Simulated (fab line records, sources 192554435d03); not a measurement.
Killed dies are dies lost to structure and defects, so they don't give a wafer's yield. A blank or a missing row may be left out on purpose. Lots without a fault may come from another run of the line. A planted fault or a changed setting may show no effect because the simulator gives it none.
fab line records | flow n5_finfet | part 1 of 2: steps 1 to 17 of 27
record lots=5 wafers=15 last_day=16
route steps=1938 shown BEOL_M7@1293
lots that met no fault: from a run of the same line without faults
start_h: hours from the record's first day to the start of the lot's first wafer shown | wait_h: hours since the lot's step before | " the same as in the row above | L1.1+2: a row that stands for several wafers | - no value, or no start given | * or withheld: withheld | < > ~ a bound
route shown NAME@n: a module of which the file shows steps, and the number in the route of the first | usual: mean/standard deviation of fault-free wafers | same: alike in all rows | chamber/n: place in a boat | sites: the reading at each site | _std_site: their standard deviation | _edge_site: outer sites' mean less inner sites' | radius_mm: how far each site lies from the wafer's centre | mask NAME#n: copy n | behind: the tool/chamber that last shaped the wafer | hold: why the lot was held/for how many hours/how that ended | device: the transistor (n, p or np) that didn't switch | end of line: the same wafers' tests at the end of the route | a step without rows: its recipe alone | killed: dies lost to structure and defects at the first sort, not the wafer's yield | map: a wafer's dies, x killed, . not, _ none there
set.NAME: the setting as run; set.NAME@STEP: as run at that earlier step | model.NAME: the simulator's own value behind a step, which no gauge read
lots at some steps of the route; a table a step, a row a wafer
services: from which hour (start_h, from the record's first day; less than 0 if before it) a tool's chamber was out of use, for how many hours, and why
## steps
# step N5_BEOL_M7_EXPOSE_25
# recipe mask_id=V6 na=0.33 source_shape=annular sigma_inner=0.4 sigma_outer=0.8 polarization=unpolarized target_cd_nm=40 dose_mj=42.5
# usual focus_offset_nm=-0.1/0.49
# same sigma_outer=0.8
# columns lot.wafer tool chamber start_h wait_h mask focus_offset_nm
L076.1 euv_scanner-02 0 204.26 - V6#0 -0.2
L076.3 " 0 " " V6#0 -0.2
L076.4 " 0 " " V6#0 0.0
L081.1 euv_scanner-02 0 237.15 - V6#0 -0.6
L081.3 " 0 " " V6#0 -0.3
L081.5 " 0 " " V6#0 -0.8
L086.3 euv_scanner-01 0 259.77 - V6#0 0.1
L086.4 " 0 " " V6#0 -0.7
L086.6 " 0 " " V6#0 -0.4
L091.1 euv_scanner-02 0 286.88 - V6#0 -0.4
L091.2 " 0 " " V6#0 -0.5
L091.3 " 0 " " V6#0 0.2
L094.2 euv_scanner-02 0 309.06 - V6#0 -0.4
L094.4 " 0 " " V6#0 0.5
L094.6 " 0 " " V6#0 0.1
# step N5_BEOL_M7_PEB_26
# recipe peb_temp_c=100 peb_time_s=60 resist=CAR-EUV
# columns lot.wafer tool chamber start_h wait_h
L076.1+3+4 litho_track-01 0 204.32 0.1
L081.1+3+5 litho_track-02 0 237.22 0.1
L086.3+4+6 litho_track-01 0 259.83 0.0
L091.1+2+3 litho_track-01 0 286.94 0.1
L094.2+4+6 litho_track-01 0 309.12 0.1
# step N5_BEOL_M7_DEVELOP_27
# recipe develop_time_s=30 developer=TMAH resist=CAR-EUV rinse_liquid=surfactant_rinse dry=air_spin dev_temp_c=23
# columns lot.wafer tool chamber start_h wait_h
L076.1+3+4 litho_track-01 0 - -
L081.1+3+5 litho_track-02 0 - -
L086.3+4+6 litho_track-01 0 - -
L091.1+2+3 litho_track-01 0 - -
L094.2+4+6 litho_track-01 0 - -
# step N5_BEOL_M7_CD_MEAS_28
# recipe target_cd_nm=40 landing_energy_ev=500 detector=se_inlens
# usual cd_nm=40.03/0.24
# columns lot.wafer tool chamber start_h wait_h cd_nm
L076.1 cd_sem-03 0 204.39 - 40.76
L076.3 " 0 " " 39.93
L076.4 " 0 " " 40.05
L081.1 cd_sem-03 0 237.29 - 39.91
L081.3 " 0 " " 39.86
L081.5 " 0 " " 39.72
L086.3 cd_sem-01 0 259.90 - 40.67
L086.4 " 0 " " 40.03
L086.6 " 0 " " 39.98
L091.1 cd_sem-02 0 287.01 - 39.97
L091.2 " 0 " " 39.61
L091.3 " 0 " " 40.11
L094.2 cd_sem-03 0 309.19 - 39.79
L094.4 " 0 " " 40.19
L094.6 " 0 " " 39.72
# step N5_BEOL_M7_OVL_MEAS_29
# recipe points_per_wafer=522
# usual V6_OVL=-0.2/0.76
# columns lot.wafer tool chamber start_h wait_h V6_OVL[nm]
L076.1 overlay-01 0 204.42 0.0 -0.5
L076.3 " 0 " " -1.3
L076.4 " 0 " " 0.1
L081.1 overlay-02 0 237.32 0.0 -1.3
L081.3 " 0 " " -2.1
L081.5 " 0 " " -2.8
L086.3 overlay-01 0 259.94 0.0 -1.7
L086.4 " 0 " " -1.7
L086.6 " 0 " " -0.6
L091.1 overlay-02 0 287.04 0.0 -1.6
L091.2 " 0 " " 0.3
L091.3 " 0 " " -1.3
L094.2 overlay-01 0 309.22 0.0 0.1
L094.4 " 0 " " 0.4
L094.6 " 0 " " -0.8
# step N5_BEOL_M7_INSPECT_30
# recipe mode=adi inspect_instrument=brightfield
# usual raw_defect_count=391/83
# columns lot.wafer tool chamber start_h wait_h raw_defect_count
L076.1 defect_inspect-01 - 204.48 0.1 365
L076.3 " - " " 346
L076.4 " - " " 365
L081.1 defect_inspect-02 - 237.38 0.1 404
L081.3 " - " " 551
L081.5 " - " " 386
L086.3 defect_inspect-02 - 259.98 0.0 331
L086.4 " - " " 489
L086.6 " - " " 383
L091.1 defect_inspect-02 - 287.10 0.1 296
L091.2 " - " " 331
L091.3 " - " " 321
L094.2 defect_inspect-01 - 309.28 0.0 393
L094.4 " - " " 353
L094.6 " - " " 445
# step N5_BEOL_M7_DESCUM_33
# recipe chemistry=O2 time_s=7 source_power_w=50 bias_power_w=20 pressure_mtorr=20 rf_frequency_hz=2.712e+07 temp_c=40 resist=CAR-EUV o2_flow_sccm=225
# usual bias_power_w=20.00/0.055 drypump_motor_current_A=5.90/0.28 oes_product_au=0.76/0.075 rf_vpp_V=243.1/1.2 showerhead_plenum_p_Torr=2.09/0.058 throttle_valve_pct=20.41/0.25
# columns lot.wafer tool chamber start_h wait_h bias_power_w drypump_motor_current_A oes_product_au rf_hours_counter_h rf_vpp_V showerhead_plenum_p_Torr throttle_valve_pct
L076.1 rie_diel-02 1 204.89 0.4 19.97 5.98 0.82 71 245.1 2.18 20.02
L076.3 " 0 " " 19.96 5.49 0.91 25 243.7 2.04 20.19
L076.4 " 3 " " 20.06 6.16 0.90 18 241.8 2.05 20.16
L081.1 rie_diel-06 0 237.95 0.6 19.97 5.79 0.70 190 245.2 2.19 20.69
L081.3 " 2 " " 19.99 6.02 0.71 215 242.9 2.08 20.64
L081.5 " 0 " " 19.97 5.79 0.70 - 243.9 2.19 20.70
L086.3 rie_diel-03 1 260.06 0.1 20.01 5.48 0.68 230 244.4 2.05 20.71
L086.4 " 2 " " 20.02 6.04 0.78 110 242.5 2.09 20.28
L086.6 " 1 " " 20.06 5.45 0.69 - 244.0 2.05 20.69
L091.1 rie_diel-06 1 287.18 0.1 19.98 6.54 0.82 86 243.3 2.11 20.14
L091.2 " 3 " " 19.93 5.77 0.68 246 242.3 2.07 20.87
L091.3 " 0 " " 20.04 5.76 0.69 205 243.9 2.19 20.72
L094.2 rie_diel-06 1 309.31 0.0 20.11 6.49 0.83 94 243.1 2.11 20.16
L094.4 " 2 " " 20.02 6.03 0.68 - 242.2 2.08 20.66
L094.6 " 0 " " 20.00 5.79 0.68 - 243.6 2.18 20.72
# step N5_BEOL_M7_ETCH_72
# recipe chemistry=N2/H2 target=underlayer target_depth_a=65 mask_material=CAR-EUV time_s=5.2 ion_energy_ev=200 pressure_mtorr=30 source_w=840 bias_w=150 n2_flow_sccm=200 h2_flow_sccm=200 ends=cleared
# usual drypump_motor_current_A=5.91/0.27 etch_rf_on_time_s=5.16/0.17 oes_product_au=0.65/0.06 rf_vpp_V=523.8/2.1 showerhead_plenum_p_Torr=2.54/0.076 throttle_valve_pct=17.82/0.25
# columns lot.wafer tool chamber start_h wait_h drypump_motor_current_A etch_rf_on_time_s oes_product_au rf_hours_counter_h rf_vpp_V showerhead_plenum_p_Torr throttle_valve_pct
L076.1 rie_diel-02 1 204.92 0.0 5.98 4.98 0.71 71 526.3 2.68 17.51
L076.3 " 0 " " 5.49 5.32 0.75 25 523.6 2.48 17.57
L076.4 " 3 " " 6.14 4.97 0.78 18 522.8 2.51 17.77
L081.1 rie_diel-06 0 237.99 0.0 5.80 5.16 0.61 190 525.5 2.67 18.10
L081.3 " 2 " " 6.05 4.86 0.61 215 522.6 2.48 17.63
L081.5 " 0 " " 5.83 5.06 0.63 - 525.9 2.67 18.10
L086.3 rie_diel-03 1 260.10 0.0 5.48 5.45 0.58 230 523.6 2.51 18.19
L086.4 " 2 " " 6.06 5.01 0.68 110 523.1 2.57 17.99
L086.6 " 1 " " 5.49 5.41 0.58 - 525.6 2.51 18.16
L091.1 rie_diel-06 1 287.22 0.0 6.50 5.28 0.69 86 522.7 2.55 17.44
L091.2 " 3 " " 5.79 5.66 0.57 246 524.5 2.50 18.15
L091.3 " 0 " " 5.80 5.20 0.61 205 527.7 2.66 18.14
L094.2 rie_diel-06 1 309.34 0.0 6.55 5.31 0.70 94 524.0 2.54 17.45
L094.4 " 2 " " 6.08 4.96 0.60 - 523.2 2.47 17.68
L094.6 " 0 " " 5.79 5.16 0.60 - 528.4 2.66 18.17
# step N5_BEOL_M7_ETCH_65
# recipe chemistry=CF4 target=SiARC target_depth_a=156 mask_material=CAR-EUV time_s=26 ion_energy_ev=80 pressure_mtorr=40 source_w=545 bias_w=36 Ar_flow_sccm=100 cf4_flow_sccm=100 ends=cleared
# usual drypump_motor_current_A=5.90/0.27 etch_rf_on_time_s=25.8/1 oes_product_au=0.65/0.062 rf_vpp_V=184.1/1 showerhead_plenum_p_Torr=2.14/0.053 throttle_valve_pct=15.62/0.22
# columns lot.wafer tool chamber start_h wait_h drypump_motor_current_A etch_rf_on_time_s oes_product_au rf_hours_counter_h rf_vpp_V showerhead_plenum_p_Torr throttle_valve_pct
L076.1 rie_diel-02 1 204.94 0.0 5.98 24.8 0.72 71 185.5 2.25 15.36
L076.3 " 0 " " 5.51 26.3 0.76 25 183.1 2.11 15.45
L076.4 " 3 " " 6.14 24.6 0.79 18 183.9 2.12 15.35
L081.1 rie_diel-06 0 238.01 0.0 5.79 25.7 0.61 190 185.1 2.20 15.68
L081.3 " 2 " " 6.06 24.3 0.61 215 183.7 2.09 15.61
L081.5 " 0 " " 5.78 25.6 0.61 - 184.3 2.20 15.67
L086.3 rie_diel-03 1 260.11 0.0 5.50 27.1 0.57 230 182.4 2.11 15.99
L086.4 " 2 " " 6.04 24.6 0.68 110 184.1 2.17 15.67
L086.6 " 1 " " 5.47 27.4 0.57 - 183.6 2.11 16.00
L091.1 rie_diel-06 1 287.24 0.0 6.46 27.5 0.68 86 184.0 2.19 15.41
L091.2 " 3 " " 5.79 28.2 0.57 246 183.2 2.13 16.09
L091.3 " 0 " " 5.80 26.1 0.60 205 185.6 2.20 15.72
L094.2 rie_diel-06 1 309.36 0.0 6.51 26.9 0.68 94 183.9 2.18 15.44
L094.4 " 2 " " 6.02 24.6 0.60 - 182.8 2.08 15.67
L094.6 " 0 " " 5.77 25.7 0.60 - 183.9 2.20 15.74
# step N5_BEOL_M7_ETCH_66
# recipe chemistry=N2/H2 target=SOC target_depth_a=800 overetch_a=160 mask_material=SiARC temp_c=40 time_s=120 ion_energy_ev=200 pressure_mtorr=30 source_w=840 bias_w=150 n2_flow_sccm=200 h2_flow_sccm=200
# usual drypump_motor_current_A=5.91/0.27 oes_product_au=0.58/0.052 rf_vpp_V=523.9/2.1 showerhead_plenum_p_Torr=2.54/0.076 throttle_valve_pct=17.77/0.25
# columns lot.wafer tool chamber start_h wait_h drypump_motor_current_A oes_product_au rf_hours_counter_h rf_vpp_V showerhead_plenum_p_Torr throttle_valve_pct
L076.1 rie_diel-02 1 204.97 0.0 6.01 0.63 71 527.1 2.68 17.45
L076.3 " 0 " " 5.49 0.68 25 522.7 2.48 17.55
L076.4 " 3 " " 6.14 0.68 18 522.2 2.51 17.71
L081.1 rie_diel-06 0 238.03 0.0 5.79 0.55 190 526.6 2.67 18.06
L081.3 " 2 " " 6.05 0.53 215 521.6 2.48 17.57
L081.5 " 0 " " 5.78 0.55 - 527.4 2.67 18.06
L086.3 rie_diel-03 1 260.14 0.0 5.46 0.53 230 522.9 2.51 18.14
L086.4 " 2 " " 6.06 0.59 110 522.8 2.57 17.94
L086.6 " 1 " " 5.49 0.53 - 523.1 2.51 18.16
L091.1 rie_diel-06 1 287.26 0.0 6.50 0.63 86 523.9 2.55 17.40
L091.2 " 3 " " 5.79 0.53 246 521.9 2.50 18.11
L091.3 " 0 " " 5.79 0.54 205 525.6 2.66 18.10
L094.2 rie_diel-06 1 309.39 0.0 6.51 0.62 94 525.3 2.54 17.42
L094.4 " 2 " " 6.05 0.52 - 524.7 2.47 17.63
L094.6 " 0 " " 5.79 0.53 - 526.9 2.66 18.12
# step N5_BEOL_M7_STRIP_69
# recipe chemistry=N2/H2 temp_c=40 n2_flow_sccm=200 h2_flow_sccm=200 rf_frequency_hz=6e+07
# columns lot.wafer tool chamber start_h wait_h
L076.1+3+4 rie_diel-02 1,0,3 205.05 0.0
L081.1+3+5 rie_diel-06 0,2,0 238.11 0.0
L086.3+4+6 rie_diel-03 1,2,1 260.22 0.0
L091.1+2+3 rie_diel-06 1,3,0 287.34 0.0
L094.2+4+6 rie_diel-06 1,2,0 309.47 0.0
# step N5_BEOL_M7_STRIP_73
# recipe chemistry=N2/H2 temp_c=40 n2_flow_sccm=200 h2_flow_sccm=200 rf_frequency_hz=6e+07
# columns lot.wafer tool chamber start_h wait_h
L076.1+3+4 rie_diel-02 1,0,3 205.06 0.0
L081.1+3+5 rie_diel-06 0,2,0 238.12 0.0
L086.3+4+6 rie_diel-03 1,2,1 260.23 0.0
L091.1+2+3 rie_diel-06 1,3,0 287.35 0.0
L094.2+4+6 rie_diel-06 1,2,0 309.48 0.0
# step N5_BEOL_M7_VIA_ETCH_34
# recipe chemistry=C4F6/O2 target=SiCOH_lowk target_depth_a=1255 mask_material=SOC taper_deg=4 time_s=50.5 ion_energy_ev=250 pressure_mtorr=30 source_w=345 bias_w=185 Ar_flow_sccm=300 C4F6_flow_sccm=10 O2_flow_sccm=10
# usual drypump_motor_current_A=5.91/0.28 oes_product_au=0.76/0.071 rf_vpp_V=660/27 showerhead_plenum_p_Torr=2.84/0.07 throttle_valve_pct=20.86/0.24
# columns lot.wafer tool chamber start_h wait_h drypump_motor_current_A oes_product_au rf_hours_counter_h rf_vpp_V showerhead_plenum_p_Torr throttle_valve_pct
L076.1 rie_diel-02 1 205.07 0.0 5.98 0.83 71 684 2.99 20.66
L076.3 " 0 " " 5.53 0.89 25 684 2.78 20.66
L076.4 " 3 " " 6.15 0.91 18 619 2.81 20.68
L081.1 rie_diel-06 0 238.13 0.0 5.78 0.71 190 666 2.92 20.90
L081.3 " 2 " " 6.03 0.71 215 656 2.78 20.75
L081.5 " 0 " " 5.78 0.71 - 667 2.92 20.86
L086.3 rie_diel-03 1 260.24 0.0 5.49 0.68 230 690 2.82 21.32
L086.4 " 2 " " 6.05 0.79 110 614 2.87 20.92
L086.6 " 1 " " 5.42 0.69 - 691 2.82 21.34
L091.1 rie_diel-06 1 287.36 0.0 6.49 0.81 86 693 2.91 20.76
L091.2 " 3 " " 5.79 0.67 246 653 2.82 21.30
L091.3 " 0 " " 5.79 0.69 205 667 2.92 20.88
L094.2 rie_diel-06 1 309.49 0.0 6.55 0.79 94 692 2.90 20.78
L094.4 " 2 " " 6.02 0.69 - 656 2.77 20.80
L094.6 " 0 " " 5.77 0.70 - 666 2.91 20.91
# step N5_BEOL_M7_STRIP_76
# recipe chemistry=C4F6/O2 resist=SiARC rf_frequency_hz=6e+07
# columns lot.wafer tool chamber start_h wait_h
L076.1+3+4 rie_diel-02 1,0,3 205.11 0.0
L081.1+3+5 rie_diel-06 0,2,0 238.18 0.0
L086.3+4+6 rie_diel-03 1,2,1 260.29 0.0
L091.1+2+3 rie_diel-06 1,3,0 287.41 0.0
L094.2+4+6 rie_diel-06 1,2,0 309.53 0.0
# step N5_BEOL_M7_STRIP_36
# recipe chemistry=N2/H2 power_w=450 temp_c=40 pressure_mtorr=20 rf_frequency_hz=6e+07 overash_fraction=0.3 bias_power_w=7 h2_frac=0.5 n2_flow_sccm=200 h2_flow_sccm=200
# usual bias_power_w=7.001/0.021 drypump_motor_current_A=5.91/0.28 oes_product_au=0.76/0.075 rf_vpp_V=59.3/1.3 showerhead_plenum_p_Torr=2.54/0.076 throttle_valve_pct=23.57/0.27
# columns lot.wafer tool chamber start_h wait_h bias_power_w drypump_motor_current_A oes_product_au rf_hours_counter_h rf_vpp_V showerhead_plenum_p_Torr throttle_valve_pct
L076.1 rie_diel-02 1 205.12 0.0 7.033 5.97 0.82 71 58.7 2.67 23.17
L076.3 " 0 " " 7.003 5.49 0.91 25 60.1 2.47 23.52
L076.4 " 3 " " 7.003 6.14 0.91 18 57.8 2.51 23.77
L081.1 rie_diel-06 0 238.19 0.0 6.997 5.79 0.71 190 60.1 2.66 23.94
L081.3 " 2 " " 6.979 6.02 0.70 215 59.4 2.47 23.09
L081.5 " 0 " " 7.004 5.81 0.70 - 55.7 2.66 23.90
L086.3 rie_diel-03 1 260.30 0.0 6.998 5.48 0.68 230 60.2 2.50 23.90
L086.4 " 2 " " 7.022 6.07 0.79 110 60.6 2.57 23.73
L086.6 " 1 " " 6.987 5.50 0.67 - 60.1 2.50 23.89
L091.1 rie_diel-06 1 287.42 0.0 7.011 6.52 0.83 86 59.3 2.54 23.30
L091.2 " 3 " " 6.947 5.80 0.68 246 60.2 2.50 23.81
L091.3 " 0 " " 6.966 5.79 0.68 205 59.0 2.66 23.95
L094.2 rie_diel-06 1 309.54 0.0 6.965 6.51 0.83 94 59.9 2.54 23.29
L094.4 " 2 " " 7.009 6.04 0.67 - 60.1 2.47 23.11
L094.6 " 0 " " 6.967 5.78 0.68 - 59.6 2.65 23.93
# step N5_BEOL_M7_TRENCH_ETCH_37
# recipe chemistry=C4F6/O2 target_depth_a=934.78 target=SiCOH_lowk time_s=31.2 ion_energy_ev=250 pressure_mtorr=30 source_w=345 bias_w=185 Ar_flow_sccm=300 C4F6_flow_sccm=10 O2_flow_sccm=10
# usual drypump_motor_current_A=5.91/0.27 oes_product_au=0.76/0.071 rf_vpp_V=660/27 showerhead_plenum_p_Torr=2.84/0.07 throttle_valve_pct=20.89/0.24
# columns lot.wafer tool chamber start_h wait_h drypump_motor_current_A oes_product_au rf_hours_counter_h rf_vpp_V showerhead_plenum_p_Torr throttle_valve_pct
L076.1 rie_diel-02 1 - - 5.96 0.84 71 684 2.99 20.68
L076.3 " 0 " " 5.49 0.89 26 684 2.78 20.69
L076.4 " 3 " " 6.14 0.90 19 619 2.81 20.72
L081.1 rie_diel-06 0 - - 5.78 0.70 190 668 2.92 20.90
L081.3 " 2 " " 6.05 0.71 215 656 2.78 20.81
L081.5 " 0 " " 5.79 0.71 - 667 2.92 20.88
L086.3 rie_diel-03 1 - - 5.47 0.69 230 689 2.82 21.37
L086.4 " 2 " " 6.03 0.79 110 615 2.87 20.98
L086.6 " 1 " " 5.46 0.68 - 690 2.82 21.36
L091.1 rie_diel-06 1 - - 6.50 0.81 86 693 2.91 20.80
L091.2 " 3 " " 5.79 0.66 247 652 2.82 21.32
L091.3 " 0 " " 5.80 0.69 205 667 2.92 20.93
L094.2 rie_diel-06 1 - - 6.45 0.80 94 692 2.90 20.83
L094.4 " 2 " " 6.06 0.68 - 656 2.77 20.84
L094.6 " 0 " " 5.75 0.69 - 667 2.91 20.92
# step N5_BEOL_M7_ETCH_41
# recipe chemistry=CH3F/O2 target=SiCN target_depth_a=319 taper_deg=2 time_s=57.8 ion_energy_ev=120 mask_material=TiN pressure_mtorr=30 source_w=395 bias_w=75 Ar_flow_sccm=150 CH3F_flow_sccm=30 O2_flow_sccm=20
# usual drypump_motor_current_A=5.90/0.27 oes_product_au=0.76/0.071 rf_vpp_V=297.4/1.4 showerhead_plenum_p_Torr=2.00/0.052 throttle_valve_pct=16.31/0.24
# columns lot.wafer tool chamber start_h wait_h drypump_motor_current_A oes_product_au rf_hours_counter_h rf_vpp_V showerhead_plenum_p_Torr throttle_valve_pct
L076.1 rie_diel-02 1 - - 5.97 0.83 71 300.7 2.10 16.04
L076.3 " 0 " " 5.48 0.90 26 298.1 1.95 16.04
L076.4 " 3 " " 6.14 0.90 19 296.0 1.97 16.04
L081.1 rie_diel-06 0 - - 5.75 0.72 190 299.0 2.06 16.39
L081.3 " 2 " " 6.05 0.71 215 296.3 1.95 16.31
L081.5 " 0 " " 5.78 0.72 - 299.1 2.06 16.38
L086.3 rie_diel-03 1 - - 5.49 0.68 230 297.3 1.98 16.79
L086.4 " 2 " " 6.01 0.78 110 297.3 2.02 16.36
L086.6 " 1 " " 5.52 0.68 - 296.4 1.98 16.77
L091.1 rie_diel-06 1 - - 6.50 0.81 86 298.3 2.04 16.14
L091.2 " 3 " " 5.77 0.67 247 296.1 1.98 16.74
L091.3 " 0 " " 5.79 0.70 205 297.4 2.06 16.42
L094.2 rie_diel-06 1 - - 6.48 0.80 94 297.7 2.04 16.15
L094.4 " 2 " " 6.04 0.68 - 296.7 1.94 16.35
L094.6 " 0 " " 5.81 0.70 - 299.0 2.05 16.44
